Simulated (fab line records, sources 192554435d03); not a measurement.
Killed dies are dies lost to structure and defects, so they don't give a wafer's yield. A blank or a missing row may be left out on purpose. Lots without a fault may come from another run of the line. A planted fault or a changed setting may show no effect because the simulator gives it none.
fab line records | flow n5_finfet
record lots=5 wafers=15 last_day=18
route steps=1938 shown FIN_CUT@166 BEOL_M4@1111 PASSIVATION@1936
lots that met no fault: from a run of the same line without faults
start_h: hours from the record's first day to the start of the lot's first wafer shown | wait_h: hours since the lot's step before | " the same as in the row above | L1.1+2: a row that stands for several wafers | - no value, or no start given | * or withheld: withheld | < > ~ a bound
route shown NAME@n: a module of which the file shows steps, and the number in the route of the first | usual: mean/standard deviation of fault-free wafers | same: alike in all rows | chamber/n: place in a boat | sites: the reading at each site | _std_site: their standard deviation | _edge_site: outer sites' mean less inner sites' | radius_mm: how far each site lies from the wafer's centre | mask NAME#n: copy n | behind: the tool/chamber that last shaped the wafer | hold: why the lot was held/for how many hours/how that ended | device: the transistor (n, p or np) that didn't switch | end of line: the same wafers' tests at the end of the route | a step without rows: its recipe alone | killed: dies lost to structure and defects at the first sort, not the wafer's yield | map: a wafer's dies, x killed, . not, _ none there
set.NAME: the setting as run; set.NAME@STEP: as run at that earlier step | model.NAME: the simulator's own value behind a step, which no gauge read
lots at some steps of the route; a table a step, a row a wafer
services: from which hour (start_h, from the record's first day; less than 0 if before it) a tool's chamber was out of use, for how many hours, and why
## steps
# step N5_FIN_CUT_DESCUM_13
# recipe chemistry=O2 time_s=7 source_power_w=50 bias_power_w=20 pressure_mtorr=20 rf_frequency_hz=2.712e+07 temp_c=40 resist=CAR-EUV o2_flow_sccm=225
# step N5_FIN_CUT_ETCH_30
# recipe chemistry=N2/H2 target=underlayer target_depth_a=130 mask_material=CAR-EUV time_s=10.4 ion_energy_ev=200 pressure_mtorr=30 source_w=840 bias_w=150 n2_flow_sccm=200 h2_flow_sccm=200 ends=cleared
# step N5_FIN_CUT_ETCH_20
# recipe chemistry=CF4 target=SiARC target_depth_a=260 mask_material=CAR-EUV time_s=43.3 ion_energy_ev=80 pressure_mtorr=40 source_w=545 bias_w=36 Ar_flow_sccm=100 cf4_flow_sccm=100 ends=cleared
# step N5_FIN_CUT_ETCH_21
# recipe chemistry=N2/H2 target=SOC target_depth_a=2190 overetch_a=438 mask_material=SiARC temp_c=40 ion_energy_ev=100 bias_w=61 time_s=523.5 pressure_mtorr=30 source_w=850 n2_flow_sccm=200 h2_flow_sccm=200
# step N5_FIN_CUT_STRIP_23
# recipe chemistry=N2/H2 temp_c=40 n2_flow_sccm=200 h2_flow_sccm=200 rf_frequency_hz=6e+07
# step N5_FIN_CUT_STRIP_31
# recipe chemistry=N2/H2 temp_c=40 n2_flow_sccm=200 h2_flow_sccm=200 rf_frequency_hz=6e+07
# step N5_FIN_CUT_STRIP_24
# recipe chemistry=CF4 resist=SiARC power_w=300 bias_power_w=75 pressure_mtorr=50 cf4_flow_sccm=150 rf_frequency_hz=6e+07
# step N5_FIN_CUT_CUT_ETCH_26
# recipe chemistry=CH3F/O2 target=SiNx target_depth_a=390 mask_material=SOC time_s=55.7 pressure_mtorr=30 source_w=395 bias_w=73 Ar_flow_sccm=150 CH3F_flow_sccm=30 O2_flow_sccm=20 ion_energy_ev=120
# step N5_FIN_CUT_CUT_ETCH_27
# recipe chemistry=CHF3/O2 target=SiO2 target_depth_a=40 mask_material=SOC overetch_a=20 time_s=4.9 pressure_mtorr=30 source_w=650 bias_w=170 Ar_flow_sccm=200 CHF3_flow_sccm=50 O2_flow_sccm=5 ion_energy_ev=200
# step N5_FIN_CUT_PRECLEAN_35
# recipe time_s=13.3 temp_c=45 pressure_torr=125 p_hf_torr=3 p_coreactant_torr=25 chemistry=vHF
# step N5_FIN_CUT_CUT_ETCH_15
# recipe chemistry=HBr/Cl2/O2 target=Si target_depth_a=1000 bt_time_s=10 mask_material=SOC time_s=42.4 ion_energy_ev=* bias_w=* pressure_mtorr=10 icp_w=800 HBr_flow_sccm=150 Cl2_flow_sccm=80 O2_flow_sccm=12
# step N5_FIN_CUT_CUT_ETCH_28
# recipe chemistry=HBr/Cl2/O2 target=Si target_depth_a=60 mask_material=SOC time_s=2.4 ion_energy_ev=* bias_w=* pressure_mtorr=10 icp_w=800 HBr_flow_sccm=150 Cl2_flow_sccm=80 O2_flow_sccm=12
# step N5_FIN_CUT_STRIP_22
# recipe chemistry=N2/H2 power_w=500 temp_c=40 pressure_mtorr=50 rf_frequency_hz=6e+07 overash_fraction=0.3 bias_power_w=8 h2_frac=0.5 n2_flow_sccm=300 h2_flow_sccm=300
# usual bias_power_w=7.999/0.021 chamber_pressure_mTorr=49.99/0.12 drypump_motor_current_A=5.9/0.45 oes_product_au=0.76/0.057 rf_vpp_V=54.1/2.2 showerhead_plenum_p_Torr=3.38/0.13 throttle_valve_pct=19.0/0.35
# columns lot.wafer tool chamber start_h wait_h bias_power_w chamber_pressure_mTorr drypump_motor_current_A oes_product_au rf_hours_counter_h rf_vpp_V showerhead_plenum_p_Torr throttle_valve_pct model.SOC_of_FIN_CUT_COAT_18.thk_nm
L245.1 rie_diel-03 0 71.43 0.1 8.024 49.93 5.7 0.79 120 49.7 3.51 19.3 0
L245.3 " 1 " " 7.962 49.91 6.8 0.69 169 52.0 3.21 18.8 0
L245.5 " 1 " " 7.947 50.15 6.9 0.71 - 52.9 3.21 18.8 0
L253.2 rie_diel-01 2 117.54 0.2 - - - - - - - - 168.8
L253.5 " 3 " " - - - - - - - - 168.6
L253.6 " 1 " " - - - - - - - - 167.6
L254.1 rie_diel-03 3 123.10 0.0 - - - - - - - - 168.4
L254.4 " 0 " " - - - - - - - - 168.4
L254.6 " 1 " " - - - - - - - - 169.4
L255.1 rie_diel-06 0 129.42 0.0 - - - - - - - - 166.2
L255.2 " 1 " " - - - - - - - - 170.2
L255.5 " 0 " " - - - - - - - - 171.6
L260.1 rie_diel-03 2 159.41 0.3 7.979 49.94 6.2 0.71 191 50.8 3.47 18.8 0
L260.4 " 3 " " 7.998 50.01 5.8 0.80 - 52.1 3.27 18.7 0
L260.6 " 0 " " 8.007 49.99 5.8 0.77 - 52.2 3.50 19.3 0
# step N5_FIN_CUT_PRECLEAN_36
# recipe chemistry=O3/DIW time_s=60 temp_c=22 o3_ppm=10
# step N5_FIN_CUT_SRD_32
# recipe dry=ipa_marangoni time_s=30 temp_c=23 rinse_liquid=diw
# step N5_FIN_CUT_UV_OZONE_34
# recipe time_s=120 pressure_torr=760 temp_c=25
# step N5_FIN_CUT_INSPECT_17
# recipe inspect_instrument=brightfield mode=aei
# usual raw_defect_count=223/61
# columns lot.wafer tool chamber start_h wait_h raw_defect_count
L245.1 defect_inspect-02 - 71.60 0.0 208
L245.3 " - " " 246
L245.5 " - " " 170
L253.2 defect_inspect-02 - 117.70 0.0 2748
L253.5 " - " " 2729
L253.6 " - " " 2605
L254.1 defect_inspect-02 - 123.26 0.0 2557
L254.4 " - " " 2637
L254.6 " - " " 2662
L255.1 defect_inspect-01 - 129.65 0.0 2601
L255.2 " - " " 2716
L255.5 " - " " 2544
L260.1 defect_inspect-02 - 159.57 0.0 178
L260.4 " - " " 185
L260.6 " - " " 186
# step N5_BEOL_M4_RC_MEAS_101
# usual DIBL_N=36.4/2 DIBL_P=36.1/2.5 IOFF_N=0.16/0.037 IOFF_P=0.20/0.038 ION_N=670/13 ION_P=459/8.3 SS_N=71.6/0.69 SS_P=73.3/0.72 VT_N=250/3.4 VT_P=-251/3.1
# columns lot.wafer tool chamber start_h wait_h DIBL_N[mV/V] DIBL_P[mV/V] IOFF_N[nA/um] IOFF_P[nA/um] ION_N[uA/um] ION_P[uA/um] SS_N[mV/dec] SS_P[mV/dec] VT_N[mV] VT_P[mV]
L245.1 prober-01 0 200.67 0.0 34.9 34.5 0.13 0.19 665 464 71.3 72.3 254 -249
L245.3 " 0 " " 33.9 33.5 0.12 0.17 656 454 71.4 72.4 254 -254
L245.5 " 0 " " 37.8 38.2 0.18 0.24 683 466 71.5 74.0 249 -250
L260.1 prober-01 0 304.35 0.0 38.8 39.0 0.23 0.22 697 464 71.5 74.2 244 -252
L260.4 " 0 " " 35.6 36.4 0.16 0.18 677 462 71.3 73.5 248 -253
L260.6 " 0 " " 37.6 38.2 0.19 0.21 671 456 71.8 74.1 248 -251
# step N5_PASSIVATION_PROBE_49
# usual killed_at_M0_to_M3=34/11 killed_at_M4_up=13/5.2 killed_at_contacts=13/6.3 killed_at_front_end=40/14 killed_at_other=3.2/2.4 killed_dies=104/19 killed_on_rim=14/4.2 killed_open=69/14 killed_short=32/7.5
# same gross_dies=1180 killed_at_back_side=0
# columns lot.wafer tool chamber start_h wait_h killed_at_M0_to_M3 killed_at_M4_up killed_at_contacts killed_at_front_end killed_at_other killed_dies killed_on_rim killed_open killed_short
L245.1 prober-02 - 303.63 0.0 33 12 23 43 4 115 17 77 36
L245.3 prober-02 - 303.73 0.1 29 31 12 36 6 114 10 83 29
L245.5 prober-02 - 303.83 0.2 30 16 10 28 4 88 10 64 24
L253.2 prober-02 - 364.54 0.1 52 21 19 1061 5 1158 143 92 41
L253.5 prober-02 - 364.69 0.2 32 8 11 1104 4 1159 141 57 26
L253.6 prober-02 - 364.74 0.3 64 7 11 1073 4 1159 147 85 41
L255.1 prober-01 - 369.36 0.0 20 19 12 1096 4 1151 140 60 32
L255.2 prober-01 - 369.41 0.1 51 7 18 1081 1 1158 148 89 43
L255.5 prober-01 - 369.56 0.2 32 16 16 1088 8 1160 145 75 32
L254.1 prober-01 - 384.97 0.0 53 20 7 1072 2 1154 152 99 44
L254.4 prober-01 - 385.12 0.2 51 11 14 1080 4 1160 136 76 46
L254.6 prober-01 - 385.22 0.3 61 4 18 1068 7 1158 152 91 46
# killed by level:class
L245.1 MOL_CONTACT_COAG:geometric_particle:open=15 STI_FIN_REVEAL:geometric_particle:open=11 BEOL_M3:geometric_particle:open=9 MOL_CONTACT_COAG:geometric_particle:short=8 BEOL_M2:geometric_particle:open=6 BEOL_M4:geometric_particle:open=6 FIN_SAQP:geometric_particle:open=5 BEOL_M1:geometric_particle:open=5
L245.3 BEOL_M4:geometric_particle:open=18 STI_FIN_REVEAL:geometric_particle:open=14 MOL_CONTACT_COAG:geometric_particle:open=11 BEOL_M2:geometric_particle:open=9 BEOL_M0_SAQP:geometric_particle:short=8 FIN_SAQP:geometric_particle:open=7 FIN_SAQP:geometric_particle:short=5 DUMMY_GATE:geometric_particle:open=4
L245.5 BEOL_M4:geometric_particle:open=13 STI_FIN_REVEAL:geometric_particle:open=11 MOL_CONTACT_COAG:geometric_particle:open=9 BEOL_M0_SAQP:geometric_particle:open=9 FIN_SAQP:geometric_particle:open=6 FIN_SAQP:geometric_particle:short=4 BEOL_M2:geometric_particle:open=4 BEOL_M3:geometric_particle:short=4
L253.2 STI_FIN_REVEAL:area_ald=1025 MOL_CONTACT_COAG:geometric_particle:open=15 BEOL_M4:geometric_particle:open=15 BEOL_M0_SAQP:geometric_particle:short=12 BEOL_M0_SAQP:geometric_particle:open=12 BEOL_M3:geometric_particle:open=9 FIN_SAQP:geometric_particle:open=9 DUMMY_GATE:geometric_particle:open=6
L253.5 STI_FIN_REVEAL:area_ald=1073 FIN_SAQP:geometric_particle:open=8 MOL_CONTACT_COAG:geometric_particle:open=8 BEOL_M0_SAQP:geometric_particle:open=8 BEOL_M0_SAQP:geometric_particle:short=7 BEOL_M2:geometric_particle:open=7 DUMMY_GATE:geometric_particle:open=5 BEOL_M0:geometric_particle:open=5
L253.6 STI_FIN_REVEAL:area_ald=1032 BEOL_M0_SAQP:geometric_particle:open=15 BEOL_M1:geometric_particle:open=15 GATE_CUT:geometric_particle:short=10 BEOL_M3:geometric_particle:open=9 MOL_CONTACT_COAG:geometric_particle:open=8 BEOL_M0_SAQP:geometric_particle:short=8 STI_FIN_REVEAL:geometric_particle:open=7
L255.1 STI_FIN_REVEAL:area_ald=1058 MOL_CONTACT_COAG:geometric_particle:open=12 FIN_SAQP:geometric_particle:short=9 BEOL_M4:geometric_particle:open=9 BEOL_M0_SAQP:geometric_particle:open=7 FIN_SAQP:geometric_particle:open=5 STI_FIN_REVEAL:geometric_particle:open=5 BEOL_M0_SAQP:geometric_particle:short=5
L255.2 STI_FIN_REVEAL:area_ald=1025 MOL_CONTACT_COAG:geometric_particle:open=12 BEOL_M2:geometric_particle:open=12 STI_FIN_REVEAL:geometric_particle:open=11 FIN_SAQP:geometric_particle:open=9 BEOL_M0_SAQP:geometric_particle:open=9 FIN_SAQP:geometric_particle:short=8 BEOL_M0_SAQP:geometric_particle:short=8
L255.5 STI_FIN_REVEAL:area_ald=1051 MOL_CONTACT_COAG:geometric_particle:open=11 DUMMY_GATE:geometric_particle:open=8 FIN_SAQP:geometric_particle:open=7 BEOL_M4:geometric_particle:open=7 BEOL_M0_SAQP:geometric_particle:open=6 STI_FIN_REVEAL:geometric_particle:open=5 BEOL_M3:geometric_particle:open=5
L254.1 STI_FIN_REVEAL:area_ald=1010 FIN_SAQP:geometric_particle:open=20 BEOL_M0_SAQP:geometric_particle:open=16 BEOL_M0_SAQP:geometric_particle:short=12 FIN_SAQP:geometric_particle:short=11 BEOL_M4:geometric_particle:open=11 STI_FIN_REVEAL:geometric_particle:open=10 BEOL_M1:geometric_particle:open=10
L254.4 STI_FIN_REVEAL:area_ald=1037 BEOL_M3:geometric_particle:open=15 FIN_SAQP:geometric_particle:open=14 BEOL_M0_SAQP:geometric_particle:open=13 MOL_CONTACT_COAG:geometric_particle:open=10 FIN_SAQP:geometric_particle:short=8 BEOL_M2:geometric_particle:short=7 BEOL_M0_SAQP:geometric_particle:short=6
L254.6 STI_FIN_REVEAL:area_ald=1019 FIN_SAQP:geometric_particle:open=17 BEOL_M3:geometric_particle:open=16 BEOL_M0_SAQP:geometric_particle:open=13 MOL_CONTACT_COAG:geometric_particle:open=12 FIN_SAQP:geometric_particle:short=11 BEOL_M0_SAQP:geometric_particle:short=11 BEOL_M1:geometric_particle:open=7
# map L253.5 (x killed, . not)
_________________xx.xx.x.xxxx________________
______________xxxxxxxxxxxxxxxxxx_____________
___________xxxxxxxxxxxxxxxxxxxx.xxx__________
__________xxxxxxxxxxxxxxxxxxxxxxxxxx_________
________xxxxx.xxxxxxxxxxxxxxxxxxxxxxxx_______
_______xxxxxxxxxxxxxxxxxxxxxxxxxxxxx.xx______
______xxxxxxxxxxxxxxxxxxxxxxxxxxxxxxxxxx_____
_____xxxxxxxxxxxxxxxxxxxxxxxxxxxxxxxxxxxx____
____.xxxxxxxxxxxxxxxxxxxxxxxxxxxxxxxxxxxx.___
___xxxxxxxxxxxxxxxxxxxxxxxxxxxxxxxxxxxxxxxx__
___xxxxxxxxxxxxxxxxxxxxxxxxxxxxxxxxxxxxxx.x__
__xxxxxxxxxxxxxxxxxxxxxxxxxxxxxxxxxxxxxxxxxx_
__xxxxxxxxxxxxxxxxxxxxxxxxxxxxxxxxxxxxxxxxxx_
_xxxxxxxxxxxxxxxxxxxxxxxxxxxxxxxxxxxxxxxxxxxx
_xxxxxxxxxxxxxxxxxxxxxxxxxxxxxxxxxxxxxxxxxxxx
_xx.xxxxxxxxxxxxxxxxxxxxxxxxxxxxxxxxxxxxxxxxx
_..xxxxxxxxxxxxxxxxxxxxxxxxxxxxxxxxxxxxxxxxxx
_xxxxxxxxxxxxxxxxxxxxxxxxxxxxxxxxxxxxxxxxxxxx
_xxxxxxxxxxxxxxxxxxxxxxxxxxxxxxxxxxxxxxxxxxxx
_xxxxxxxxxxxxxxxxxxxxxxxxxxxxxxxxxxxxxxxxxxxx
_xxxxxxxxxxxxxxxxxxxxxxxxxxxxxxxxxxxxxxxxxxxx
__xxxxxxxxxxxxxxxxxxxxxxxxxxxxxxxxxxxxxxxxxx_
__xxxxxxxxxxxxxxxxxxxxxxxxxxxxxxxxxxxxxxxx.x_
___xxxxxxxxxxxxxxxxxxxxxxxxxxxxxxxxxxxxxx.x__
___xxxxx.xxxxxxxxxxxxxxxxxxxxxxxxxxxxxxxxxx__
____x.xxxxxxxxxxxxxxxxxxxxxxxxxxxxxxxxxxxx___
_____..xxxxxxxxxxxxxxxxxxxxxxxxxxxxxxxxxx____
______xxxxxxxxxxxxxxxxxxxxxxxxxxx.xxxxxx_____
_______xxxxxxxxxxxxxxxxxxxxxxxxxxxxxxxx______
________xxxxxxxxxxxxxxxxxxxxxxxxxxxxxx_______
__________xxxxxxxxxxxxxxxxxxxxxxxxxx_________
___________xxxxx.xxxxxxxxxx.xxxxxxx__________
______________xxxxxxxxxxxxxxxxxx_____________
_________________xxxxxxxxxxxx________________
# map L254.4 (x killed, . not)
_________________xxxxxxxxxxxx________________
______________xxxxxxxxxxxxxxxxxx_____________
___________xxxxxxxxxxxxxxxxxxxxxxxx__________
__________xxxxxxxxxxxxxxxxxxxxxxxxxx_________
________xxxxxxxxxxxxxxxxxxxxxxxxxxxxxx_______
_______xxxxxxxxxxxxxxxxxxxxxxxxxxxxxxxx______
______xxxxxxxxxxxxxxxxxxxxxxxxxxxxxxxxxx_____
_____xxxxxxxxxxxxxxxxxxxxxxxxxxxxxxxxxxxx____
____xxxxxxxxxxxxxxxxxxxxxxxxxxxxxxxxxxxxxx___
___xxxxxxxxxxxxxxxxxxxxxxxxxxxxxxxxxxxxxxxx__
___xxxxxxxxxxxxxxxxxxxxxxxxxxxxxxxxxxxxxxx.__
__xxxxxxxxxxxxxxxxxxxxxxxxxxxxxxxxxxxxxxxxxx_
__xxxxxxxxxxxxxxxxxxxxxxxxxxxxxxxxxxxxxxxxx._
_xxxxxxxxxxxxxxxxxxxxxxxxxxxxxxxxxxxxxxxxxxxx
_xxxxxxxxxxxxxxxxxxxxxxxxxxxxxxxxxxxxxxxxxxxx
_xxxxxxxxxxxxxxxxxxxxxxxxxxxxxxxxxxxxxxxx.xx.
_.xxxxxxxxxxxxxxxxxxxxxxxxxxxxxxxxxxxxxxxxxxx
_xxxxxxxxxxxxxxxxxxxxxxxxxxxxxxxxxxxxxxxxxxx.
_xxxxxxxxxxxxxxxxxxxxxxxxxxxxxxxxxxxxxxxx.xxx
_.xxxxxxxxxxxxxxxxxxxxxxxxxxxxxxxxxxxxxxxxxxx
_xxxxxxxxxxxxxxxxxxxxxxxxxxxxxxxxxxxxxxxxxxxx
__xxxxxxxxxxxxxxxxxxxxxxxxxxxxxxxxxxxxxxxxxx_
__xxxxxxxxxxxxxxxxxxxxxxxxxxxxxxxxxxxxxxxxxx_
___xxxxxxxxxxxxxxxxxxxxxxxxxxxxxxxxxxxxxxxx__
___xxxxxxxxxxxxxxxxxxxxxxxxxxxxxxxxxxxxxxxx__
____xxxxxxxxxxxxxxxxxxxxxxxxxxxxxxxxxxxxx.___
_____xxxxxxxxxxxxxxxxxxxxxxxxxxxxxxxxxxx.____
______xxxxxxxxxxxxxxxxxxxxxxxxxxxx.xxxx._____
_______xxxxxxxxxxxxxxxxxxxxxxxxxxxxxxxx______
________xxxxxxxxxxxxxxxxxxxxxxxxx.xxxx_______
__________xxxxxxxxxxxxxxxxxxxxxxxx.x_________
___________x..xxxxxxxxxxxxxxxxxx.xx__________
______________xxx.xxxxxxxxxxxxxx_____________
_________________xxxxxx.xxx.x________________
## services
# columns tool chamber start_h hours kind
rie_diel-01 0 90.51 8.2 repair
rie_diel-06 0 92.45 4.8 repair
rie_diel-01 0 116.14 1.5 repair
rie_diel-01 2 127.11 6.6 repair
rie_diel-03 2 140.26 5.8 repair
rie_diel-06 1 154.34 5.2 repair
## key
first_sign step=N5_FIN_CUT_STRIP_22 reading=tool_record direction=missing
effect step=N5_FIN_CUT_INSPECT_17 reading=raw_defect_count direction=up sigmas=40 usual=223 struck=2644
effect step=N5_PASSIVATION_PROBE_49 reading=killed_at_front_end direction=up sigmas=76 usual=40 struck=1080
model_effect step=N5_FIN_CUT_STRIP_22 value=SOC_of_FIN_CUT_COAT_18.thk_nm without=0 struck=168.8
more_kills_born_at N5_STI_FIN_REVEAL_ALD_00@ald_sin-04=6264 N5_STI_FIN_REVEAL_ALD_00@ald_sin-03=3066
met_at N5_FIN_CUT_STRIP_22
struck_wafers L253.2,L253.5,L253.6,L254.1,L254.4,L254.6,L255.1,L255.2,L255.5
later_rows_left_out L253.2,L253.5,L253.6,L254.1,L254.4,L254.6,L255.1,L255.2,L255.5
tester_left_out L253,L254,L255
onset_between 71.43 117.54
fault kind=skipped_step_whole tool=rie_diel-01,rie_diel-03,rie_diel-06 chamber=- onset_h=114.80 steps=N5_FIN_CUT_STRIP_22 scope=struck_lots_only
# tester_left_out: of these lots the tester's yield and bins aren't shown, on N5 and GAA mostly nor the transistor test; their killed dies are dies lost to structure and defects alone, not to doping, threshold or leakage, so they don't give the yield
# later_rows_left_out: the simulator's readings of these wafers behind a module that went badly wrong aren't trusted and aren't shown, but for the sort
